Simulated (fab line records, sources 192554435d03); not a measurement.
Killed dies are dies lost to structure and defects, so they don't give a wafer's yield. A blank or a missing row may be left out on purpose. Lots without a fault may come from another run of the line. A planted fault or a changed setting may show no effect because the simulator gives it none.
fab line records | flow n5_finfet
record lots=7 wafers=19 last_day=18
route steps=1938 shown BEOL_M8@1359 PASSIVATION@1936
lots that met no fault: from a run of the same line without faults
start_h: hours from the record's first day to the start of the lot's first wafer shown | wait_h: hours since the lot's step before | " the same as in the row above | L1.1+2: a row that stands for several wafers | - no value, or no start given | * or withheld: withheld | < > ~ a bound
route shown NAME@n: a module of which the file shows steps, and the number in the route of the first | usual: mean/standard deviation of fault-free wafers | same: alike in all rows | chamber/n: place in a boat | sites: the reading at each site | _std_site: their standard deviation | _edge_site: outer sites' mean less inner sites' | radius_mm: how far each site lies from the wafer's centre | mask NAME#n: copy n | behind: the tool/chamber that last shaped the wafer | hold: why the lot was held/for how many hours/how that ended | device: the transistor (n, p or np) that didn't switch | end of line: the same wafers' tests at the end of the route | a step without rows: its recipe alone | killed: dies lost to structure and defects at the first sort, not the wafer's yield | map: a wafer's dies, x killed, . not, _ none there
set.NAME: the setting as run; set.NAME@STEP: as run at that earlier step | model.NAME: the simulator's own value behind a step, which no gauge read
lots at some steps of the route; a table a step, a row a wafer
services: from which hour (start_h, from the record's first day; less than 0 if before it) a tool's chamber was out of use, for how many hours, and why
## steps
# step N5_BEOL_M8_COAT_22
# recipe resist=CAR-EUV spin_rpm=1500 resist_thk_nm=30
# step N5_BEOL_M8_EBR_24
# recipe solvent=PGMEA ebr_width_mm=1.5
# step N5_BEOL_M8_SOFTBAKE_23
# recipe temp_c=110 time_s=60 resist=CAR-EUV
# step N5_BEOL_M8_EXPOSE_25
# recipe mask_id=V7 na=0.33 source_shape=annular sigma_inner=0.4 sigma_outer=0.8 polarization=unpolarized target_cd_nm=40 dose_mj=42.5
# step N5_BEOL_M8_PEB_26
# recipe peb_temp_c=100 peb_time_s=60 resist=CAR-EUV
# step N5_BEOL_M8_DEVELOP_27
# recipe develop_time_s=30 developer=TMAH resist=CAR-EUV rinse_liquid=surfactant_rinse dry=air_spin dev_temp_c=23
# step N5_BEOL_M8_CD_MEAS_28
# recipe target_cd_nm=40 landing_energy_ev=500 detector=se_inlens
# usual cd_nm=40.00/0.24
# columns lot.wafer tool chamber start_h wait_h cd_nm
L929.3 cd_sem-01 0 234.62 - 40.07
L929.4 " 0 " " 39.86
L929.5 " 0 " " 40.02
L930.2 cd_sem-02 0 234.66 - 40.12
L930.3 " 0 " " 40.12
L930.6 " 0 " " 39.62
L935.2 cd_sem-02 0 261.40 - 40.03
L935.4 " 0 " " 39.97
L935.6 " 0 " " 39.99
L943.1 cd_sem-03 0 311.21 - 39.73
L943.3 " 0 " " 40.24
L943.6 " 0 " " 40.20
L940.2 cd_sem-01 0 312.71 - 40.35
L940.4 " 0 " " 39.64
L945.1 cd_sem-02 0 336.43 - 39.81
L945.2 " 0 " " 39.87
L948.2 cd_sem-03 0 371.47 - 40.03
L948.3 " 0 " " 39.86
L948.6 " 0 " " 39.53
# step N5_BEOL_M8_OVL_MEAS_29
# recipe points_per_wafer=522
# usual V7_OVL=-0.1/0.72
# columns lot.wafer tool chamber start_h wait_h V7_OVL[nm]
L929.3 overlay-02 0 234.66 0.0 -0.1
L929.4 " 0 " " -0.5
L929.5 " 0 " " -1.2
L930.2 overlay-01 0 234.69 0.0 -0.2
L930.3 " 0 " " -1.9
L930.6 " 0 " " -1.3
L935.2 overlay-01 0 261.44 0.0 1.6
L935.4 " 0 " " 1.9
L935.6 " 0 " " 0.9
L943.1 overlay-02 0 311.24 0.0 0.4
L943.3 " 0 " " -0.5
L943.6 " 0 " " -0.7
L940.2 overlay-02 0 312.75 0.0 0.3
L940.4 " 0 " " 0.3
L945.1 overlay-02 0 336.46 0.0 0.4
L945.2 " 0 " " 0.2
L948.2 overlay-01 0 371.50 0.0 0.8
L948.3 " 0 " " -0.4
L948.6 " 0 " " 0.5
# step N5_BEOL_M8_INSPECT_30
# recipe mode=adi inspect_instrument=brightfield
# usual raw_defect_count=435/100
# columns lot.wafer tool chamber start_h wait_h raw_defect_count
L929.3 defect_inspect-01 - 234.70 0.0 394
L929.4 " - " " 588
L929.5 " - " " 408
L930.2 defect_inspect-02 - 234.75 0.0 518
L930.3 " - " " 524
L930.6 " - " " 409
L935.2 defect_inspect-01 - 261.49 0.0 279
L935.4 " - " " 253
L935.6 " - " " 293
L943.1 defect_inspect-02 - 311.30 0.1 509
L943.3 " - " " 509
L943.6 " - " " 597
L940.2 defect_inspect-02 - 312.80 0.0 413
L940.4 " - " " 369
L945.1 defect_inspect-02 - 336.52 0.1 363
L945.2 " - " " 472
L948.2 defect_inspect-02 - 371.55 0.0 378
L948.3 " - " " 477
L948.6 " - " " 539
# step N5_BEOL_M8_DESCUM_33
# recipe chemistry=O2 time_s=7 source_power_w=50 bias_power_w=20 pressure_mtorr=20 rf_frequency_hz=2.712e+07 temp_c=40 resist=CAR-EUV o2_flow_sccm=225
# usual drypump_motor_current_A=5.9/0.56 oes_product_au=0.80/0.099 rf_vpp_V=243.0/1.5 showerhead_plenum_p_Torr=2.08/0.078 temp_c=40.00/0.11 throttle_valve_pct=20.37/0.27
# columns lot.wafer tool chamber start_h wait_h drypump_motor_current_A oes_product_au rf_hours_counter_h rf_vpp_V showerhead_plenum_p_Torr temp_c throttle_valve_pct
L929.3 rie_diel-05 1 234.94 0.2 6.0 0.80 87 241.5 2.04 40.00 20.63
L929.4 " 3 " " 6.7 0.71 - 241.3 1.97 39.94 20.60
L929.5 " 0 " " 5.2 0.65 - 243.7 2.16 40.08 20.60
L930.2 rie_diel-01 3 235.28 0.5 5.9 0.98 4 243.1 2.13 39.95 20.00
L930.3 " 1 " " 5.3 0.72 196 242.0 2.07 40.08 20.66
L930.6 " 3 " " 5.9 0.98 - 245.6 2.13 40.05 20.00
L935.2 rie_diel-01 1 261.76 0.3 5.3 0.71 203 241.9 2.06 39.89 20.67
L935.4 " 0 " " 6.2 0.91 35 245.8 2.22 40.15 19.97
L935.6 " 3 " " 5.9 0.95 - 243.9 2.13 40.07 20.01
L943.1 rie_diel-05 3 311.33 0.0 6.7 0.69 249 241.5 1.96 40.00 20.64
L943.3 " 1 " " 5.9 0.78 113 242.8 2.03 39.95 20.67
L943.6 " 3 " " 6.7 0.70 - 242.2 1.96 39.81 20.62
L940.2 rie_diel-05 3 312.93 0.1 6.7 0.70 250 241.2 1.96 39.95 20.64
L940.4 " 0 " " 5.3 0.96 7 244.9 2.15 40.08 20.22
L945.1 rie_diel-05 2 336.77 0.3 5.6 0.75 178 242.2 2.09 40.07 20.53
L945.2 " 1 " " 5.9 0.77 124 242.3 2.03 39.68 20.67
L948.2 rie_diel-06 1 371.59 0.0 5.8 0.84 58 244.1 2.13 39.84 20.23
L948.3 " 0 " " 6.4 0.67 227 242.2 1.99 39.88 20.77
L948.6 " 3 " " 4.8 0.70 - 242.5 1.98 39.93 20.41
# step N5_BEOL_M8_ETCH_72
# recipe chemistry=N2/H2 target=underlayer target_depth_a=65 mask_material=CAR-EUV time_s=5.2 ion_energy_ev=200 pressure_mtorr=30 source_w=840 bias_w=150 n2_flow_sccm=200 h2_flow_sccm=200 ends=cleared
# usual drypump_motor_current_A=5.9/0.57 etch_rf_on_time_s=5.20/0.13 oes_product_au=0.68/0.083 rf_vpp_V=523.7/2.9 showerhead_plenum_p_Torr=2.54/0.095 throttle_valve_pct=17.84/0.23
# columns lot.wafer tool chamber start_h wait_h drypump_motor_current_A etch_rf_on_time_s oes_product_au rf_hours_counter_h rf_vpp_V showerhead_plenum_p_Torr throttle_valve_pct
L929.3 rie_diel-05 1 234.98 0.0 6.0 5.10 0.71 87 519.2 2.48 18.05
L929.4 " 3 " " 6.7 5.33 0.60 - 520.1 2.40 18.09
L929.5 " 0 " " 5.3 5.43 0.56 - 526.1 2.62 18.05
L930.2 rie_diel-01 3 235.32 0.0 5.9 5.01 0.83 4 525.2 2.60 17.45
L930.3 " 1 " " 5.3 5.14 0.61 196 523.4 2.52 18.10
L930.6 " 3 " " 5.9 5.03 0.82 - 526.9 2.60 17.42
L935.2 rie_diel-01 1 261.80 0.0 5.3 5.24 0.61 203 523.5 2.52 18.12
L935.4 " 0 " " 6.2 5.02 0.78 35 526.9 2.71 17.62
L935.6 " 3 " " 5.9 5.06 0.81 - 523.8 2.59 17.45
L943.1 rie_diel-05 3 311.37 0.0 6.7 5.23 0.59 249 520.3 2.39 18.12
L943.3 " 1 " " 6.1 5.04 0.68 113 520.8 2.47 18.11
L943.6 " 3 " " 6.7 5.25 0.61 - 519.2 2.39 18.15
L940.2 rie_diel-05 3 312.97 0.0 6.7 5.24 0.58 250 518.4 2.39 18.13
L940.4 " 0 " " 5.3 5.00 0.81 7 524.6 2.61 17.62
L945.1 rie_diel-05 2 336.81 0.0 5.6 5.23 0.63 178 522.0 2.52 17.82
L945.2 " 1 " " 6.0 5.13 0.66 124 520.0 2.46 18.14
L948.2 rie_diel-06 1 371.62 0.0 5.8 5.27 0.71 58 526.2 2.59 17.71
L948.3 " 0 " " 6.5 5.37 0.57 227 521.7 2.41 18.11
L948.6 " 3 " " 4.8 5.12 0.61 - 518.4 2.43 18.00
# step N5_BEOL_M8_ETCH_65
# recipe chemistry=CF4 target=SiARC target_depth_a=156 mask_material=CAR-EUV time_s=26 ion_energy_ev=80 pressure_mtorr=40 source_w=545 bias_w=36 Ar_flow_sccm=100 cf4_flow_sccm=100 ends=cleared
# usual drypump_motor_current_A=5.9/0.56 etch_rf_on_time_s=25.9/0.67 oes_product_au=0.68/0.083 rf_vpp_V=184.0/1.1 showerhead_plenum_p_Torr=2.13/0.073 throttle_valve_pct=15.54/0.26
# columns lot.wafer tool chamber start_h wait_h drypump_motor_current_A etch_rf_on_time_s oes_product_au rf_hours_counter_h rf_vpp_V showerhead_plenum_p_Torr throttle_valve_pct
L929.3 rie_diel-05 1 234.99 0.0 6.0 25.4 0.70 87 183.7 2.08 15.65
L929.4 " 3 " " 6.7 26.5 0.60 - 182.4 2.03 15.84
L929.5 " 0 " " 5.3 27.2 0.56 - 184.4 2.19 15.76
L930.2 rie_diel-01 3 235.33 0.0 5.9 25.4 0.83 4 184.2 2.18 15.23
L930.3 " 1 " " 5.3 26.3 0.62 196 184.2 2.11 15.88
L930.6 " 3 " " 5.9 25.2 0.83 - 183.9 2.18 15.23
L935.2 rie_diel-01 1 261.81 0.0 5.2 25.8 0.62 203 182.8 2.11 15.88
L935.4 " 0 " " 6.2 25.1 0.79 35 187.1 2.26 15.14
L935.6 " 3 " " 5.9 24.5 0.82 - 183.0 2.18 15.24
L943.1 rie_diel-05 3 311.38 0.0 6.7 26.2 0.59 249 183.7 2.02 15.88
L943.3 " 1 " " 6.0 25.1 0.68 113 184.5 2.07 15.71
L943.6 " 3 " " 6.7 26.3 0.59 - 182.5 2.02 15.88
L940.2 rie_diel-05 3 312.98 0.0 6.7 26.1 0.59 250 182.8 2.02 15.90
L940.4 " 0 " " 5.3 25.0 0.82 7 184.3 2.18 15.27
L945.1 rie_diel-05 2 336.82 0.0 5.6 25.9 0.64 178 184.4 2.14 15.70
L945.2 " 1 " " 6.0 24.9 0.68 124 183.7 2.06 15.73
L948.2 rie_diel-06 1 371.64 0.0 5.8 26.8 0.71 58 184.9 2.16 15.31
L948.3 " 0 " " 6.4 26.8 0.58 227 181.8 2.04 15.95
L948.6 " 3 " " 4.8 25.8 0.61 - 183.2 2.03 15.62
# step N5_BEOL_M8_ETCH_66
# recipe chemistry=N2/H2 target=SOC target_depth_a=800 overetch_a=160 mask_material=SiARC temp_c=40 time_s=120 ion_energy_ev=200 pressure_mtorr=30 source_w=840 bias_w=150 n2_flow_sccm=200 h2_flow_sccm=200
# usual drypump_motor_current_A=5.9/0.56 oes_product_au=0.61/0.068 rf_vpp_V=523.6/2.8 showerhead_plenum_p_Torr=2.54/0.095 temp_c=40.02/0.12 throttle_valve_pct=17.80/0.23
# columns lot.wafer tool chamber start_h wait_h drypump_motor_current_A oes_product_au rf_hours_counter_h rf_vpp_V showerhead_plenum_p_Torr temp_c throttle_valve_pct model.SiARC_of_BEOL_M8_COAT_64.thk_nm model.BEOL_M8.cd_nm
L929.3 rie_diel-05 1 235.02 0.0 6.0 0.62 87 520.3 2.48 40.01 18.02 6.2 39.8
L929.4 " 3 " " 6.7 0.54 - 520.6 2.40 40.08 18.06 6.6 40.2
L929.5 " 0 " " 5.3 0.52 - 525.6 2.62 40.08 18.01 6.6 40.2
L930.2 rie_diel-01 3 235.36 0.0 5.9 0.73 4 525.5 2.60 39.88 17.41 6.4 40.4
L930.3 " 1 " " 5.3 0.55 196 523.5 2.52 40.20 18.06 6.6 40
L930.6 " 3 " " 5.9 0.73 - 525.2 2.60 39.94 17.40 6.4 40.2
L935.2 rie_diel-01 1 261.84 0.0 5.3 0.55 203 524.1 2.52 40.15 18.07 6.6 39.8
L935.4 " 0 " " 6.2 0.69 35 529.1 2.71 39.90 17.56 6.4 40.4
L935.6 " 3 " " 5.9 0.71 - 524.4 2.59 40.11 17.40 6.4 40.2
L943.1 rie_diel-05 3 311.41 0.0 6.7 0.53 249 518.9 2.39 40.15 18.13 8.2 39.4
L943.3 " 1 " " 6.0 0.61 113 521.0 2.47 39.96 18.06 6.2 40
L943.6 " 3 " " 6.7 0.53 - 521.1 2.39 40.13 18.11 6.6 40.2
L940.2 rie_diel-05 3 313.01 0.0 6.7 0.53 250 519.5 2.39 39.92 18.11 8.4 39.4
L940.4 " 0 " " 5.3 0.71 7 525.7 2.61 40.13 17.60 6 39.8
L945.1 rie_diel-05 2 336.85 0.0 5.6 0.57 178 523.6 2.52 39.90 17.76 8.2 38.6
L945.2 " 1 " " 6.0 0.59 124 521.2 2.46 40.04 18.07 8 39.2
L948.2 rie_diel-06 1 371.67 0.0 5.8 0.65 58 525.2 2.59 39.80 17.66 6.8 39.6
L948.3 " 0 " " 6.4 0.53 227 520.3 2.41 40.07 18.07 6.8 40
L948.6 " 3 " " 4.8 0.55 - 521.6 2.43 39.89 17.95 6.4 39.6
# step N5_BEOL_M8_STRIP_69
# recipe chemistry=N2/H2 temp_c=40 n2_flow_sccm=200 h2_flow_sccm=200 rf_frequency_hz=6e+07
# step N5_BEOL_M8_STRIP_73
# recipe chemistry=N2/H2 temp_c=40 n2_flow_sccm=200 h2_flow_sccm=200 rf_frequency_hz=6e+07
# step N5_BEOL_M8_VIA_ETCH_34
# recipe chemistry=C4F6/O2 target=SiCOH_lowk target_depth_a=1255 mask_material=SOC taper_deg=4 time_s=50.5 ion_energy_ev=250 pressure_mtorr=30 source_w=345 bias_w=185 Ar_flow_sccm=300 C4F6_flow_sccm=10 O2_flow_sccm=10
# usual drypump_motor_current_A=5.9/0.57 oes_product_au=0.80/0.097 rf_vpp_V=660/10 showerhead_plenum_p_Torr=2.83/0.099 throttle_valve_pct=20.79/0.25
# columns lot.wafer tool chamber start_h wait_h drypump_motor_current_A oes_product_au rf_hours_counter_h rf_vpp_V showerhead_plenum_p_Torr throttle_valve_pct model.BEOL_M8.cd_nm
L929.3 rie_diel-05 1 235.12 0.0 6.0 0.82 87 660 2.76 21.00 39.8
L929.4 " 3 " " 6.7 0.71 - 648 2.70 21.08 40.2
L929.5 " 0 " " 5.2 0.65 - 677 2.89 20.83 40
L930.2 rie_diel-01 3 235.46 0.0 5.9 0.99 4 649 2.90 20.50 40.6
L930.3 " 1 " " 5.3 0.72 196 668 2.81 21.09 40.2
L930.6 " 3 " " 5.9 0.98 - 648 2.90 20.51 40.4
L935.2 rie_diel-01 1 261.94 0.0 5.2 0.71 204 668 2.80 21.12 39.8
L935.4 " 0 " " 6.2 0.91 36 664 3.02 20.48 40.2
L935.6 " 3 " " 5.9 0.95 - 649 2.89 20.52 40.2
L943.1 rie_diel-05 3 311.51 0.0 6.7 0.69 249 644 2.69 21.12 39.4
L943.3 " 1 " " 6.0 0.81 113 660 2.75 21.03 39.8
L943.6 " 3 " " 6.7 0.70 - 646 2.69 21.12 40.2
L940.2 rie_diel-05 3 313.11 0.0 6.7 0.68 250 646 2.69 21.11 39.4
L940.4 " 0 " " 5.3 0.95 7 676 2.88 20.48 39.8
L945.1 rie_diel-05 2 336.95 0.0 5.6 0.74 178 664 2.85 21.00 38.6
L945.2 " 1 " " 6.0 0.78 124 662 2.75 21.03 39.2
L948.2 rie_diel-06 1 371.77 0.0 5.8 0.84 58 660 2.87 20.55 39.6
L948.3 " 0 " " 6.3 0.68 227 641 2.70 21.14 40
L948.6 " 3 " " 4.8 0.71 - 649 2.71 20.87 39.6
# step N5_BEOL_M8_STRIP_76
# recipe chemistry=C4F6/O2 resist=SiARC rf_frequency_hz=6e+07
# step N5_PASSIVATION_PROBE_49
# usual defect_limited_yield=91.4/1.4 killed_at_M0_to_M3=33/11 killed_at_M4_up=13/5.3 killed_at_contacts=13/6.1 killed_at_front_end=40/11 killed_at_other=2.9/2.7 killed_dies=102/17 killed_on_rim=14/4.2 killed_open=68/13 killed_short=32/7.5 sort_bin_4_leakage=0.00/0.022 sort_bin_5_function=5.1/0.98 sort_bin_6_memory=3.2/0.69 sort_n_pass=1077/21 sort_yield_pct=91.3/1.7
# same gross_dies=1180 killed_at_back_side=0 sort_bin_8_speed[%]=0
# columns lot.wafer tool chamber start_h wait_h defect_limited_yield[%] killed_at_M0_to_M3 killed_at_M4_up killed_at_contacts killed_at_front_end killed_at_other killed_dies killed_on_rim killed_open killed_short sort_bin_4_leakage[%] sort_bin_5_function[%] sort_bin_6_memory[%] sort_n_pass sort_yield_pct[%]
L930.2 prober-02 - 316.22 0.1 88.2 32 14 18 73 2 139 17 101 37 0 7.2 4.3 1041 88.2
L930.3 prober-02 - 316.27 0.1 91.0 25 12 10 51 8 106 10 68 37 0 5.5 3.1 1074 91.0
L930.6 prober-02 - 316.42 0.3 89.0 55 6 12 55 2 130 21 97 33 0 6.8 4.2 1050 89.0
L929.3 prober-02 - 316.87 0.1 92.1 29 10 7 44 3 93 12 67 23 0 4.7 2.9 1087 92.1
L929.4 prober-02 - 316.92 0.2 89.6 45 18 14 44 2 123 23 79 41 0 7.4 2.6 1057 89.6
L929.5 prober-02 - 316.97 0.2 91.7 40 12 10 34 2 98 13 59 39 0 4.9 3.0 1082 91.7
L935.2 prober-01 - 343.61 0.1 92.5 26 17 25 21 0 89 13 66 21 0 4.4 3.1 1091 92.5
L935.4 prober-01 - 343.71 0.2 92.5 21 10 25 30 3 89 12 58 30 0 5.1 1.9 1091 92.5
L935.6 prober-01 - 343.81 0.3 93.0 16 16 19 31 1 83 10 53 28 0 4.4 2.4 1097 93.0
L940.2 prober-02 - 391.87 0.1 91.7 30 15 9 37 7 98 12 75 22 0 4.7 3.5 1082 91.7
L940.4 prober-02 - 391.97 0.2 90.9 31 17 12 42 5 107 19 78 27 0 5.0 3.6 1073 90.9
L943.1 prober-02 - 395.48 0.0 88.9 33 15 23 59 1 131 14 77 53 0 7.0 3.7 1049 88.9
L943.3 prober-02 - 395.58 0.1 92.5 13 15 9 51 1 89 19 54 31 0 4.8 2.5 1091 92.5
L943.6 prober-02 - 395.73 0.3 90.8 21 10 21 56 0 108 11 64 41 0 4.7 4.0 1072 90.8
L945.1 prober-01 - 408.97 0.0 92.3 34 9 18 21 9 91 10 68 22 0 4.6 3.1 1089 92.3
L945.2 prober-01 - 409.02 0.1 90.3 53 9 16 33 4 115 18 84 30 0 5.3 4.2 1065 90.3
L948.2 prober-02 - 437.18 0.1 92.2 38 10 5 37 2 92 14 59 31 0.25 5.0 2.5 1085 91.9
L948.3 prober-02 - 437.23 0.1 93.6 23 5 1 46 0 75 10 54 21 0 3.6 2.2 1105 93.6
L948.6 prober-02 - 437.38 0.3 90.0 52 8 7 50 1 118 15 70 48 0 6.2 3.6 1062 90.0
# killed by level:class
L930.2 FIN_SAQP:geometric_particle:open=27 STI_FIN_REVEAL:geometric_particle:open=17 MOL_CONTACT_COAG:geometric_particle:open=15 FIN_SAQP:geometric_particle:short=10 BEOL_M2:geometric_particle:open=9 BEOL_M3:geometric_particle:open=7 DUMMY_GATE:geometric_particle:open=5 BEOL_M0_SAQP:geometric_particle:short=5
L930.3 FIN_SAQP:geometric_particle:open=22 BEOL_M0_SAQP:geometric_particle:open=9 STI_FIN_REVEAL:geometric_particle:open=7 FIN_SAQP:geometric_particle:short=6 BEOL_M0_SAQP:geometric_particle:short=6 MOL_CONTACT_COAG:geometric_particle:open=5 MOL_CONTACT_COAG:geometric_particle:short=5 BEOL_M4:geometric_particle:short=4
L930.6 STI_FIN_REVEAL:geometric_particle:open=18 BEOL_M2:geometric_particle:open=16 BEOL_M0_SAQP:geometric_particle:open=14 MOL_CONTACT_COAG:geometric_particle:open=11 GATE_CUT:geometric_particle:short=7 BEOL_M2:geometric_particle:short=7 BEOL_M3:geometric_particle:open=7 FIN_SAQP:geometric_particle:open=6
L929.3 STI_FIN_REVEAL:geometric_particle:open=8 BEOL_M0_SAQP:geometric_particle:open=8 BEOL_M3:geometric_particle:open=7 MOL_CONTACT_COAG:geometric_particle:open=6 BEOL_M1:geometric_particle:open=5 GATE_CUT:geometric_particle:short=5 BEOL_M2:geometric_particle:open=5 FIN_SAQP:geometric_particle:open=4
L929.4 MOL_CONTACT_COAG:geometric_particle:open=13 STI_FIN_REVEAL:geometric_particle:open=12 BEOL_M0_SAQP:geometric_particle:open=12 BEOL_M0_SAQP:geometric_particle:short=10 BEOL_M4:geometric_particle:open=8 FIN_SAQP:geometric_particle:open=7 BEOL_M1:geometric_particle:open=6 FIN_SAQP:geometric_particle:short=5
L929.5 BEOL_M0_SAQP:geometric_particle:open=11 BEOL_M0_SAQP:geometric_particle:short=10 FIN_SAQP:geometric_particle:open=8 BEOL_M3:geometric_particle:open=8 MOL_CONTACT_COAG:geometric_particle:open=7 FIN_SAQP:geometric_particle:short=6 STI_FIN_REVEAL:geometric_particle:open=6 BEOL_M1:geometric_particle:open=5
L935.2 MOL_CONTACT_COAG:geometric_particle:open=21 BEOL_M0_SAQP:geometric_particle:open=9 BEOL_M1:geometric_particle:open=7 BEOL_M0_SAQP:geometric_particle:short=5 FIN_SAQP:geometric_particle:open=4 MOL_CONTACT_COAG:geometric_particle:short=4 BEOL_M11:geometric_particle:open=4 DUMMY_GATE:geometric_particle:open=3
L935.4 MOL_CONTACT_COAG:geometric_particle:open=20 FIN_SAQP:geometric_particle:short=10 BEOL_M2:geometric_particle:open=8 GATE_CUT:geometric_particle:short=6 MOL_CONTACT_COAG:geometric_particle:short=5 BEOL_M3:geometric_particle:open=4 FIN_SAQP:geometric_particle:open=3 STI_FIN_REVEAL:geometric_particle:open=3
L935.6 MOL_CONTACT_COAG:geometric_particle:open=17 FIN_SAQP:geometric_particle:short=7 BEOL_M4:geometric_particle:short=6 BEOL_M4:geometric_particle:open=6 DUMMY_GATE:geometric_particle:open=5 FIN_SAQP:geometric_particle:open=4 BEOL_M3:geometric_particle:open=4 STI_FIN_REVEAL:geometric_particle:short=3
L940.2 BEOL_M3:geometric_particle:open=10 MOL_CONTACT_COAG:geometric_particle:open=9 STI_FIN_REVEAL:geometric_particle:open=8 BEOL_M0_SAQP:geometric_particle:open=7 BEOL_M2:geometric_particle:open=6 FIN_SAQP:geometric_particle:open=5 DUMMY_GATE:geometric_particle:open=5 MIM_TOP_ETCH:geometric_particle:short=5
L940.4 STI_FIN_REVEAL:geometric_particle:open=18 MOL_CONTACT_COAG:geometric_particle:open=10 BEOL_M0_SAQP:geometric_particle:open=10 FIN_SAQP:geometric_particle:open=9 BEOL_M0_SAQP:geometric_particle:short=8 BEOL_M4:geometric_particle:open=6 BEOL_M3:geometric_particle:open=5 STARTING-WAFER:geometric_particle:short=5
L943.1 FIN_SAQP:geometric_particle:short=15 MOL_CONTACT_COAG:geometric_particle:open=13 BEOL_M0_SAQP:geometric_particle:short=11 GATE_CUT:geometric_particle:short=10 MOL_CONTACT_COAG:geometric_particle:short=9 BEOL_M4:geometric_particle:open=9 BEOL_M0_SAQP:geometric_particle:open=8 BEOL_M3:geometric_particle:open=8
L943.3 STI_FIN_REVEAL:geometric_particle:open=11 BEOL_M4:geometric_particle:open=9 FIN_SAQP:geometric_particle:open=8 GATE_CUT:geometric_particle:short=6 FIN_SAQP:geometric_particle:short=5 STARTING-WAFER:geometric_particle:short=5 MOL_CONTACT_COAG:geometric_particle:open=5 STI_FIN_REVEAL:geometric_particle:short=4
L943.6 STI_FIN_REVEAL:geometric_particle:open=18 FIN_SAQP:geometric_particle:short=15 MOL_CONTACT_COAG:geometric_particle:open=13 FIN_SAQP:geometric_particle:open=8 MOL_CONTACT_COAG:geometric_particle:short=7 BEOL_M1:geometric_particle:open=7 BEOL_M3:geometric_particle:open=5 BEOL_M4:geometric_particle:open=5
L945.1 MOL_CONTACT_COAG:geometric_particle:open=17 STI_FIN_REVEAL:geometric_particle:open=9 BEOL_M0_SAQP:geometric_particle:open=9 BEOL_M0_SAQP:geometric_particle:short=6 PASS1_CAP:geometric_particle:open=6 BEOL_M1:geometric_particle:open=5 BEOL_M2:geometric_particle:open=4 BEOL_M3:geometric_particle:open=4
L945.2 BEOL_M2:geometric_particle:open=14 MOL_CONTACT_COAG:geometric_particle:open=12 BEOL_M1:geometric_particle:open=12 STI_FIN_REVEAL:geometric_particle:open=11 BEOL_M0_SAQP:geometric_particle:open=10 BEOL_M0_SAQP:geometric_particle:short=8 DUMMY_GATE:geometric_particle:open=5 BEOL_M3:geometric_particle:open=4
L948.2 BEOL_M0_SAQP:geometric_particle:short=10 BEOL_M1:geometric_particle:open=9 STI_FIN_REVEAL:geometric_particle:open=7 STARTING-WAFER:geometric_particle:open=7 BEOL_M3:geometric_particle:open=7 FIN_SAQP:geometric_particle:short=5 MOL_CONTACT_COAG:geometric_particle:open=5 BEOL_M2:geometric_particle:open=5
L948.3 BEOL_M3:geometric_particle:open=11 DUMMY_GATE:geometric_particle:open=10 FIN_SAQP:geometric_particle:short=9 STI_FIN_REVEAL:geometric_particle:open=9 GATE_CUT:geometric_particle:open=6 BEOL_M0_SAQP:geometric_particle:short=4 STARTING-WAFER:geometric_particle:open=4 FIN_SAQP:geometric_particle:open=3
L948.6 BEOL_M0_SAQP:geometric_particle:short=15 STI_FIN_REVEAL:geometric_particle:open=12 BEOL_M0_SAQP:geometric_particle:open=10 BEOL_M3:geometric_particle:open=10 GATE_CUT:geometric_particle:short=7 BEOL_M1:geometric_particle:open=7 FIN_SAQP:geometric_particle:short=6 MOL_CONTACT_COAG:geometric_particle:open=6
## services
# columns tool chamber start_h hours kind
rie_diel-06 1 216.20 8.8 repair
rie_diel-06 2 216.94 4.0 repair
rie_diel-06 0 227.20 14.4 repair
rie_diel-05 - 236.83 0.2 repair
rie_diel-06 2 241.76 6.5 repair
rie_diel-01 1 255.42 3.4 repair
rie_diel-05 0 265.60 - clean
rie_diel-05 0 265.60 - consumable_replace:focus_ring
rie_diel-05 0 265.60 22.7 scheduled_down
rie_diel-05 0 265.60 22.7 vent_cycle
rie_diel-01 2 270.68 4.7 repair
rie_diel-05 - 273.86 14.6 pm
rie_diel-05 3 314.94 11.0 repair
rie_diel-05 3 326.15 - clean
rie_diel-05 3 326.15 - consumable_replace:focus_ring
rie_diel-05 3 326.15 - consumable_replace:showerhead
rie_diel-05 3 326.15 16.1 scheduled_down
rie_diel-05 3 326.15 16.1 vent_cycle
rie_diel-06 3 333.55 2.8 repair
rie_diel-06 - 334.62 0.7 repair
rie_diel-05 1 355.36 13.1 repair
## key
first_sign none at tools or gauges
model_effect step=N5_BEOL_M8_ETCH_66 value=SiARC_of_BEOL_M8_COAT_64.thk_nm without=6.45 struck=8.2
model_effect step=N5_BEOL_M8_VIA_ETCH_34 value=BEOL_M8.cd_nm without=39.85 struck=39.15
met_at N5_BEOL_M8_ETCH_66
struck_wafers L940.2,L943.1,L945.1,L945.2
onset_between 235.02 311.41
fault kind=process_parameter_drift tool=rie_diel-05 chamber=- onset_h=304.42 steps=N5_BEOL_M8_ETCH_66 channel=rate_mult offset=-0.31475 shape=step end_h=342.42 scope=struck_wafers_only
